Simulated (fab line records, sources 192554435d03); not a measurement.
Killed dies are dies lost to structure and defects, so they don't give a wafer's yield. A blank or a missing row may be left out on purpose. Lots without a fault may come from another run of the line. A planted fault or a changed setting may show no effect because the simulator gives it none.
fab line records | flow n5_finfet
record lots=15 wafers=45 last_day=17
route steps=1938 shown BEOL_M12@1649 BEOL_M13@1672
lots that met no fault: from a run of the same line without faults
start_h: hours from the record's first day to the start of the lot's first wafer shown | wait_h: hours since the lot's step before | " the same as in the row above | L1.1+2: a row that stands for several wafers | - no value, or no start given | * or withheld: withheld | < > ~ a bound
route shown NAME@n: a module of which the file shows steps, and the number in the route of the first | usual: mean/standard deviation of fault-free wafers | same: alike in all rows | chamber/n: place in a boat | sites: the reading at each site | _std_site: their standard deviation | _edge_site: outer sites' mean less inner sites' | radius_mm: how far each site lies from the wafer's centre | mask NAME#n: copy n | behind: the tool/chamber that last shaped the wafer | hold: why the lot was held/for how many hours/how that ended | device: the transistor (n, p or np) that didn't switch | end of line: the same wafers' tests at the end of the route | a step without rows: its recipe alone | killed: dies lost to structure and defects at the first sort, not the wafer's yield | map: a wafer's dies, x killed, . not, _ none there
set.NAME: the setting as run; set.NAME@STEP: as run at that earlier step | model.NAME: the simulator's own value behind a step, which no gauge read
steps of the route over a sample of lots; a table a step, a row a wafer
services: from which hour (start_h, from the record's first day; less than 0 if before it) a tool's chamber was out of use, for how many hours, and why
## steps
# step N5_BEOL_M12_SPUTTER_44
# recipe material=Ta target_thk_a=100 temp_c=50 bias_v=80 power_w=15000 chamber_pressure_pa=0.07 time_s=16.13
# usual throttle_valve_pct=29.6/1.1
# columns lot.wafer tool chamber start_h wait_h throttle_valve_pct
L138.1 pvd_sputter-03 - 232.20 0.0 29.6
L138.3 " - " " 29.1
L138.6 " - " " 29.4
L139.1 pvd_sputter-02 - 249.65 0.0 30.0
L139.4 " - " " 30.1
L139.5 " - " " 29.3
L142.1 pvd_sputter-02 - 254.33 0.0 30.2
L142.5 " - " " 30.3
L142.6 " - " " 30.4
L145.2 pvd_sputter-03 - 264.05 0.0 29.4
L145.3 " - " " 30.1
L145.6 " - " " 30.0
L143.1 pvd_sputter-02 - 267.37 0.0 30.0
L143.4 " - " " 30.5
L143.5 " - " " 30.1
L146.3 pvd_sputter-03 - 281.56 0.0 27.6
L146.5 " - " " 27.6
L146.6 " - " " 29.5
L147.2 pvd_sputter-03 - 292.53 0.0 29.2
L147.3 " - " " 30.0
L147.5 " - " " 29.5
L149.1 pvd_sputter-02 - 314.38 0.0 30.0
L149.4 " - " " 29.1
L149.5 " - " " 30.6
L150.2 pvd_sputter-01 - 321.22 0.0 30.4
L150.3 " - " " 30.6
L150.6 " - " " 30.2
L151.1 pvd_sputter-03 - 328.72 0.0 27.8
L151.5 " - " " 28.9
L151.6 " - " " 30.3
L153.1 pvd_sputter-01 - 338.70 0.0 31.8
L153.3 " - " " 30.3
L153.5 " - " " 32.1
L154.4 pvd_sputter-03 - 338.71 0.0 29.6
L154.5 " - " " 30.0
L154.6 " - " " 27.4
L156.1 pvd_sputter-02 - 338.86 0.0 29.9
L156.2 " - " " 30.0
L156.3 " - " " 29.0
L155.2 pvd_sputter-03 - 339.03 0.0 27.5
L155.4 " - " " 29.2
L155.6 " - " " 29.4
L161.3 pvd_sputter-03 - 370.47 0.0 29.2
L161.4 " - " " 30.3
L161.5 " - " " 30.2
# step N5_BEOL_M12_DEP_53
# recipe material=SiCN target_thk_a=300 temp_c=withheld precursor=3MS/NH3 pressure_torr=3 rf_w=675 time_s=10.5
# usual showerhead_plenum_p_Torr=4.16/0.036 showerhead_vpp_V=1542/70 throttle_valve_pct=17.8/1.2
# columns lot.wafer tool chamber start_h wait_h showerhead_plenum_p_Torr showerhead_vpp_V throttle_valve_pct
L138.1 pecvd-01 1 233.20 0.0 4.18 1606 19.5
L138.3 " 0 " " 4.21 1492 17.5
L138.6 " 2 " " 4.11 1574 16.8
L139.1 pecvd-03 2 250.93 0.0 4.13 1441 16.8
L139.4 " 2 " " 4.12 1456 16.7
L139.5 " 0 " " 4.19 1657 20.5
L142.1 pecvd-01 2 257.71 0.0 4.12 1574 16.5
L142.5 " 2 " " 4.11 1596 16.5
L142.6 " 0 " " 4.21 1426 17.5
L145.2 pecvd-01 1 265.05 0.0 4.18 1626 19.8
L145.3 " 0 " " 4.23 1431 17.6
L145.6 " 2 " " 4.12 1594 16.4
L143.1 pecvd-01 0 268.79 0.0 4.21 1475 17.7
L143.4 " 2 " " 4.10 1579 16.3
L143.5 " 0 " " 4.21 1458 17.6
L146.3 pecvd-03 2 282.55 0.0 4.14 1442 16.7
L146.5 " 2 " " 4.13 1463 16.8
L146.6 " 0 " " 4.19 1661 20.6
L147.2 pecvd-04 1 293.63 0.0 4.16 1542 17.9
L147.3 " 0 " " 4.14 1559 16.8
L147.5 " 2 " " 4.16 1460 18.3
L149.1 pecvd-04 2 315.46 0.0 4.16 1464 18.0
L149.4 " 1 " " 4.18 1582 18.1
L149.5 " 2 " " 4.17 1452 18.2
L150.2 pecvd-04 0 322.37 0.0 4.15 1583 17.1
L150.3 " 1 " " 4.18 1577 18.1
L150.6 " 1 " " 4.19 1567 18.1
L151.1 pecvd-01 0 329.73 0.0 4.21 1471 17.6
L151.5 " 0 " " 4.22 1431 18.0
L151.6 " 2 " " 4.12 1607 16.5
L153.1 pecvd-01 0 339.77 0.0 4.21 1465 17.9
L153.3 " 0 " " 4.22 1461 17.6
L153.5 " 2 " " 4.11 1558 16.4
L154.4 pecvd-01 2 339.87 0.0 4.12 1574 16.5
L154.5 " 0 " " 4.22 1451 17.6
L154.6 " 2 " " 4.12 1574 16.7
L156.1 pecvd-01 0 339.98 0.0 4.20 1434 17.6
L156.2 " 2 " " 4.12 1567 16.6
L156.3 " 2 " " 4.11 1563 16.4
L155.2 pecvd-04 0 340.15 0.0 4.14 1608 17.0
L155.4 " 0 " " 4.14 1617 17.0
L155.6 " 1 " " 4.18 1570 18.1
L161.3 pecvd-04 0 371.46 0.0 4.13 1579 16.9
L161.4 " 1 " " 4.18 1579 18.3
L161.5 " 2 " " 4.17 1488 18.3
# step N5_BEOL_M13_DESCUM_15
# recipe chemistry=O2 time_s=7.9 source_power_w=50 bias_power_w=20 pressure_mtorr=20 rf_frequency_hz=2.712e+07 temp_c=40 o2_flow_sccm=225
# usual drypump_motor_current_A=5.8/0.57 oes_product_au=0.81/0.086 rf_vpp_V=242.7/1.3 showerhead_plenum_p_Torr=2.06/0.064 throttle_valve_pct=20.30/0.28
# columns lot.wafer tool chamber start_h wait_h drypump_motor_current_A oes_product_au rf_hours_counter_h rf_vpp_V showerhead_plenum_p_Torr throttle_valve_pct
L138.1 rie_diel-05 2 233.87 0.0 5.7 0.84 63 242.3 2.10 19.94
L138.3 " 0 " " 6.4 0.77 118 241.4 2.02 20.57
L138.6 " 3 " " 5.5 0.92 - 243.2 2.12 20.31
L139.1 rie_diel-03 1 251.61 0.0 4.7 0.87 51 242.2 2.03 20.47
L139.4 " 2 " " 5.2 0.71 222 244.2 2.07 20.67
L139.5 " 2 " " 5.2 0.71 - 242.2 2.07 20.67
L142.1 rie_diel-01 2 258.50 0.0 5.6 0.85 62 242.9 2.04 20.31
L142.5 " 1 " " 5.7 0.97 - 245.9 2.23 20.08
L142.6 " 0 " " 6.0 0.72 - 242.9 2.10 20.72
L145.2 rie_diel-03 2 266.04 0.2 5.2 0.71 227 243.0 2.07 20.67
L145.3 " 0 " " 6.6 0.95 10 242.7 2.04 20.11
L145.6 " 0 " " 6.6 0.94 - 242.6 2.04 20.10
L143.1 rie_diel-01 1 269.63 0.1 5.7 0.97 6 245.2 2.22 20.08
L143.4 " 0 " " 6.0 0.71 185 244.6 2.10 20.71
L143.5 " 3 " " 6.3 0.73 - 243.1 1.98 20.17
L146.3 rie_diel-05 1 283.35 0.0 5.4 0.80 84 244.4 2.09 20.04
L146.5 " 3 " " 5.5 0.91 - 243.6 2.12 20.34
L146.6 " 2 " " 5.7 0.83 - 244.0 2.10 19.96
L147.2 rie_diel-03 3 294.89 0.4 6.4 0.85 58 242.9 2.01 19.84
L147.3 " 2 " " 5.2 0.69 235 242.6 2.07 20.68
L147.5 " 1 " " 4.7 0.86 - 242.2 2.03 20.47
L149.1 rie_diel-01 3 316.53 0.3 6.3 0.72 164 242.3 1.97 20.17
L149.4 " 1 " " 5.7 0.91 20 245.6 2.22 20.10
L149.5 " 2 " " 5.6 0.82 - 242.3 2.03 20.35
L150.2 rie_diel-03 2 323.04 0.0 5.2 0.69 243 241.0 2.07 20.68
L150.3 " 0 " " 6.5 0.91 26 242.6 2.03 20.11
L150.6 " 1 " " 4.7 0.85 - 241.7 2.03 20.46
L151.1 rie_diel-01 3 330.87 0.5 6.3 0.71 169 242.0 1.97 20.19
L151.5 " 3 " " 6.3 0.71 - 241.8 1.97 20.18
L151.6 " 0 " " 6.0 0.69 - 243.7 2.09 20.74
L153.1 rie_diel-01 0 340.57 0.2 6.0 0.69 208 243.4 2.09 20.75
L153.3 " 3 " " 6.3 0.70 173 242.7 1.97 20.20
L153.5 " 3 " " 6.3 0.72 - 240.4 1.97 20.21
L154.4 rie_diel-01 1 340.91 0.3 5.7 0.90 27 245.8 2.22 20.12
L154.5 " 2 " " 5.6 0.81 - 242.1 2.03 20.34
L154.6 " 3 " " 6.3 0.71 - 242.7 1.97 20.18
L156.1 rie_diel-03 2 340.92 0.1 5.2 0.70 248 242.1 2.06 20.71
L156.2 " 3 " " 6.4 0.83 72 242.7 2.01 19.86
L156.3 " 1 " " 4.7 0.84 77 243.5 2.02 20.49
L155.2 rie_diel-03 3 341.24 0.3 6.4 0.83 73 242.0 2.01 19.84
L155.4 " 1 " " 4.7 0.84 77 242.1 2.02 20.47
L155.6 " 0 " " 6.6 0.89 - 243.5 2.03 20.13
L161.3 rie_diel-03 0 372.38 0.3 6.6 0.88 42 241.1 2.03 20.16
L161.4 " 3 " " 6.5 0.82 81 243.6 2.00 19.87
L161.5 " 0 " " 6.6 0.88 - 241.6 2.03 20.16
# step N5_BEOL_M13_VIA_ETCH_16
# recipe chemistry=C4F8/O2/Ar target=SiOC pressure_mtorr=30 source_w=3000 bias_w=700 Ar_flow_sccm=400 C4F8_flow_sccm=15 O2_flow_sccm=8 he_inner_torr=15 he_outer_torr=30 target_depth_a=9217 time_s=withheld ion_energy_ev=250 ends=cleared
# usual C4F8_flow_sccm=15.00/0.048 O2_flow_sccm=7.996/0.023 drypump_motor_current_A=5.9/0.57 he_inner_torr=15.00/0.033 oes_product_au=0.73/0.077 rf_vpp_V=664.2/2.7 showerhead_plenum_p_Torr=3.38/0.09 throttle_valve_pct=24.15/0.24
# columns lot.wafer tool chamber start_h wait_h C4F8_flow_sccm O2_flow_sccm drypump_motor_current_A he_inner_torr oes_product_au rf_vpp_V showerhead_plenum_p_Torr throttle_valve_pct
L138.1 rie_diel-05 2 233.95 0.0 14.95 7.983 5.7 15.01 0.77 667.3 3.43 23.68
L138.3 " 0 " " 15.03 7.984 6.4 14.96 0.68 661.2 3.30 24.28
L138.6 " 3 " " 15.07 8.013 5.5 15.00 0.84 667.1 3.49 24.21
L139.1 rie_diel-03 1 251.70 0.0 15.05 7.953 4.7 14.97 0.78 663.1 3.34 24.30
L139.4 " 2 " " 14.99 7.984 5.2 14.97 0.64 664.0 3.39 24.47
L139.5 " 2 " " 15.04 7.995 5.2 14.94 0.63 663.5 3.39 24.45
L142.1 rie_diel-01 2 258.59 0.0 15.02 7.959 5.6 14.93 0.75 663.9 3.33 24.08
L142.5 " 1 " " 15.08 7.982 5.7 15.03 0.89 672.7 3.62 23.88
L142.6 " 0 " " 15.04 8.007 6.1 15.03 0.65 663.4 3.40 24.31
L145.2 rie_diel-03 2 266.13 0.0 14.98 8.026 5.2 14.98 0.63 664.3 3.39 24.44
L145.3 " 0 " " 15.04 7.987 6.6 15.04 0.85 664.0 3.41 24.27
L145.6 " 0 " " 14.98 7.999 6.6 15.05 0.85 664.0 3.41 24.28
L143.1 rie_diel-01 1 269.72 0.0 15.04 7.972 5.7 14.99 0.86 671.8 3.62 23.91
L143.4 " 0 " " 14.98 8.000 6.0 14.97 0.65 664.9 3.39 24.30
L143.5 " 3 " " 15.02 8.009 6.3 15.03 0.66 662.3 3.30 24.20
L146.3 rie_diel-05 1 283.43 0.0 15.05 8.013 5.4 15.04 0.70 666.8 3.46 23.99
L146.5 " 3 " " 14.95 7.989 5.5 14.99 0.81 667.0 3.48 24.23
L146.6 " 2 " " 14.87 7.969 5.8 15.08 0.76 665.4 3.43 23.69
L147.2 rie_diel-03 3 294.98 0.0 15.04 8.005 6.4 15.03 0.77 662.8 3.31 23.64
L147.3 " 2 " " 14.97 7.989 5.2 15.02 0.62 662.4 3.39 24.48
L147.5 " 1 " " 15.06 7.978 4.7 15.01 0.77 663.1 3.33 24.34
L149.1 rie_diel-01 3 316.62 0.0 14.98 8.033 6.3 14.97 0.65 662.6 3.29 24.21
L149.4 " 1 " " 14.98 8.001 5.7 14.99 0.83 670.9 3.61 23.91
L149.5 " 2 " " 14.93 7.990 5.6 14.99 0.73 662.1 3.32 24.09
L150.2 rie_diel-03 2 323.12 0.0 14.98 7.960 5.2 15.03 0.63 663.2 3.38 24.46
L150.3 " 0 " " 15.02 8.026 6.6 15.05 0.82 665.3 3.40 24.30
L150.6 " 1 " " 14.92 8.000 4.7 14.95 0.75 663.9 3.33 24.32
L151.1 rie_diel-01 3 330.95 0.0 14.96 8.009 6.3 15.00 0.65 660.6 3.29 24.22
L151.5 " 3 " " 14.90 8.012 6.4 14.95 0.66 660.9 3.29 24.22
L151.6 " 0 " " 15.03 7.996 6.1 15.02 0.64 664.5 3.38 24.35
L153.1 rie_diel-01 0 340.66 0.0 15.00 8.008 6.0 14.97 0.63 664.7 3.38 24.34
L153.3 " 3 " " 15.03 7.982 6.3 15.04 0.65 661.6 3.29 24.21
L153.5 " 3 " " 15.00 7.995 6.3 15.05 0.65 661.2 3.29 24.24
L154.4 rie_diel-01 1 341.00 0.0 - - - - - - - -
L154.5 " 2 " " - - - - - - - -
L154.6 " 3 " " - - - - - - - -
L156.1 rie_diel-03 2 341.01 0.0 - - - - - - - -
L156.2 " 3 " " - - - - - - - -
L156.3 " 1 " " - - - - - - - -
L155.2 rie_diel-03 3 341.33 0.0 - - - - - - - -
L155.4 " 1 " " - - - - - - - -
L155.6 " 0 " " - - - - - - - -
L161.3 rie_diel-03 0 372.46 0.0 14.94 8.025 6.6 14.99 0.79 662.8 3.39 24.31
L161.4 " 3 " " 15.03 7.989 6.4 14.97 0.74 662.3 3.30 23.68
L161.5 " 0 " " 15.04 7.981 6.6 15.03 0.79 662.2 3.39 24.33
# step N5_BEOL_M13_STRIP_63
# recipe chemistry=N2/H2 power_w=1000 temp_c=250 h2_frac=0.65 overash_fraction=0.3 pressure_mtorr=1000 n2_flow_sccm=1750 h2_flow_sccm=3250
# usual drypump_motor_current_A=5.8/0.45 heater_power_w=332/8.1 oes_product_au=0.674/0.0049 strip_time_to_endpoint_s=27.5/1.3
# columns lot.wafer tool chamber start_h wait_h drypump_motor_current_A heater_power_w oes_product_au rf_hours_counter_h strip_time_to_endpoint_s
L138.1 plasma_asher-01 0 234.19 - 5.4 317 0.674 60 29.5
L138.3 " 0 " " 5.4 318 0.681 - 27.8
L138.6 " 0 " " 5.4 318 0.677 - 26.1
L139.1 plasma_asher-02 0 251.93 - 6.4 331 0.680 131 28.5
L139.4 " 1 " " 5.7 329 0.680 - 27.0
L139.5 " 1 " " 5.7 334 0.670 - 26.5
L142.1 plasma_asher-02 1 258.83 - 5.7 325 0.678 133 29.6
L142.5 " 1 " " 5.7 328 0.674 - 27.9
L142.6 " 0 " " 6.4 335 0.664 - 26.8
L145.2 plasma_asher-02 0 266.36 - 6.4 331 0.674 134 28.1
L145.3 " 1 " " 5.7 336 0.672 - 28.0
L145.6 " 1 " " 5.7 329 0.662 - 24.1
L143.1 plasma_asher-01 1 269.95 - 5.3 347 0.677 68 28.7
L143.4 " 1 " " 5.3 353 0.676 - 28.9
L143.5 " 0 " " 5.4 329 0.681 - 29.1
L146.3 plasma_asher-01 0 283.69 - 5.4 317 0.673 - 28.9
L146.5 " 1 " " 5.2 348 0.673 - 25.0
L146.6 " 0 " " 5.4 326 0.674 - 27.3
L147.2 plasma_asher-02 0 295.21 - 6.4 333 0.676 139 26.8
L147.3 " 1 " " 5.7 322 0.677 - 26.4
L147.5 " 1 " " 5.7 327 0.667 - 25.9
L149.1 plasma_asher-02 1 316.91 - 5.7 331 0.674 143 28.4
L149.4 " 1 " " 5.7 327 0.675 - 26.8
L149.5 " 1 " " 5.7 335 0.676 - 26.4
L150.2 plasma_asher-01 0 323.36 - 5.4 317 0.669 81 26.9
L150.3 " 1 " " 5.3 342 0.672 - 27.3
L150.6 " 1 " " 5.3 346 0.671 - 26.7
L151.1 plasma_asher-01 1 331.37 - 5.3 344 0.679 82 29.0
L151.5 " 0 " " 5.4 318 0.674 - 28.0
L151.6 " 1 " " 5.3 340 0.671 - 27.5
L153.1 plasma_asher-02 0 340.89 - 6.4 327 0.685 147 29.9
L153.3 " 1 " " 5.7 330 0.668 - 30.2
L153.5 " 0 " " 6.4 333 0.676 - 28.5
L154.4 plasma_asher-02 1 341.26 - 5.7 324 0.847 - 92.0
L154.5 " 0 " " 6.4 333 0.861 - 92.3
L154.6 " 1 " " 5.7 328 0.863 - 93.2
L156.1 plasma_asher-02 0 341.36 - 6.4 333 0.853 148 92.6
L156.2 " 1 " " 5.7 329 0.860 148 91.6
L156.3 " 0 " " 6.4 338 0.866 - 92.7
L155.2 plasma_asher-02 1 341.56 - 5.7 333 0.859 148 91.5
L155.4 " 1 " " 5.7 336 0.857 - 92.8
L155.6 " 0 " " 6.4 340 0.860 - 92.1
L161.3 plasma_asher-02 1 372.72 - 5.7 330 0.680 - 27.7
L161.4 " 0 " " 6.4 324 0.666 - 25.7
L161.5 " 1 " " 5.7 334 0.678 - 27.2
# step N5_BEOL_M13_CD_MEAS_17
# recipe target_cd_nm=190 polarity=opening
# usual cd_nm=189.8/1.9
# columns lot.wafer tool chamber start_h wait_h cd_nm
L138.1 cd_sem-01 - 234.40 0.0 189.8
L138.3 " - " " 191.2
L138.6 " - " " 192.7
L139.1 cd_sem-03 - 252.14 0.0 191.1
L139.4 " - " " 190.6
L139.5 " - " " 190.5
L142.1 cd_sem-03 - 259.03 0.0 190.5
L142.5 " - " " 189.7
L142.6 " - " " 188.8
L145.2 cd_sem-01 - 266.57 0.0 189.6
L145.3 " - " " 193.7
L145.6 " - " " 193.5
L143.1 cd_sem-02 - 270.16 0.0 190.7
L143.4 " - " " 190.5
L143.5 " - " " 191.8
L146.3 cd_sem-01 - 283.88 0.0 188.6
L146.5 " - " " 189.2
L146.6 " - " " 186.0
L147.2 cd_sem-02 - 295.42 0.0 188.4
L147.3 " - " " 188.3
L147.5 " - " " 189.5
L149.1 cd_sem-02 - 317.12 0.0 189.4
L149.4 " - " " 189.2
L149.5 " - " " 191.3
L150.2 cd_sem-03 - 323.57 0.0 191.2
L150.3 " - " " 189.7
L150.6 " - " " 193.7
L151.1 cd_sem-03 - 331.58 0.0 188.1
L151.5 " - " " 187.3
L151.6 " - " " 192.3
L153.1 cd_sem-03 - 341.10 0.0 190.8
L153.3 " - " " 186.3
L153.5 " - " " 185.9
L154.4 cd_sem-03 - 341.45 0.0 -
L154.5 " - " " -
L154.6 " - " " -
L156.1 cd_sem-03 - 341.56 0.0 -
L156.2 " - " " -
L156.3 " - " " -
L155.2 cd_sem-03 - 341.78 0.0 -
L155.4 " - " " -
L155.6 " - " " -
L161.3 cd_sem-01 - 372.91 0.0 193.2
L161.4 " - " " 190.8
L161.5 " - " " 192.1
## services
# columns tool chamber start_h hours kind
pecvd-03 2 209.27 11.5 repair
pecvd-03 1 212.26 4.4 repair
rie_diel-03 0 214.92 - clean
rie_diel-03 0 214.92 - consumable_replace:focus_ring
rie_diel-03 0 214.92 18.6 scheduled_down
rie_diel-05 3 215.50 3.4 repair
pecvd-04 - 216.52 1.1 repair
rie_diel-05 1 223.62 5.1 repair
pecvd-04 0 230.12 17.9 repair
plasma_asher-02 - 234.09 1.8 repair
pecvd-03 1 244.59 14.5 repair
rie_diel-01 3 248.54 4.6 repair
pecvd-01 - 270.76 0.9 repair
rie_diel-03 - 271.79 0.6 repair
pvd_sputter-03 - 277.53 2.1 repair
pecvd-03 0 305.82 12.4 repair
rie_diel-05 2 312.96 1.2 repair
pecvd-04 1 317.12 3.5 repair
rie_diel-05 0 325.26 13.9 repair
pecvd-03 - 329.15 14.6 pm
rie_diel-05 1 332.19 21.8 repair
rie_diel-01 1 350.76 4.5 repair
pecvd-03 - 351.09 5.5 pm
rie_diel-03 3 355.96 5.1 repair
## key
first_sign step=N5_BEOL_M13_VIA_ETCH_16 reading=tool_record direction=missing
effect step=N5_BEOL_M13_STRIP_63 reading=strip_time_to_endpoint_s direction=up sigmas=51 usual=* struck=*
effect step=N5_BEOL_M13_CD_MEAS_17 reading=cd_nm direction=missing
met_at N5_BEOL_M13_VIA_ETCH_16
struck_lots L154,L155,L156
later_rows_left_out L154.4,L154.5,L154.6,L155.2,L155.4,L155.6,L156.1,L156.2,L156.3
sort_left_out L154.4,L154.5,L154.6,L155.2,L155.4,L155.6,L156.1,L156.2,L156.3
not_acting_at N5_BEOL_M12_SPUTTER_44,N5_BEOL_M12_DEP_53,N5_BEOL_M13_DESCUM_15
onset_between 340.66 341.00
fault kind=skipped_step_whole tool=rie_diel-01,rie_diel-03 chamber=- onset_h=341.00 steps=N5_BEOL_M13_VIA_ETCH_16 scope=struck_lots_only
# sort_left_out: the simulated sort isn't trusted on such a fault, so these wafers' sort isn't shown, and their yield isn't known
# later_rows_left_out: the simulator's readings of these wafers behind a module that went badly wrong aren't trusted and aren't shown, but for the sort
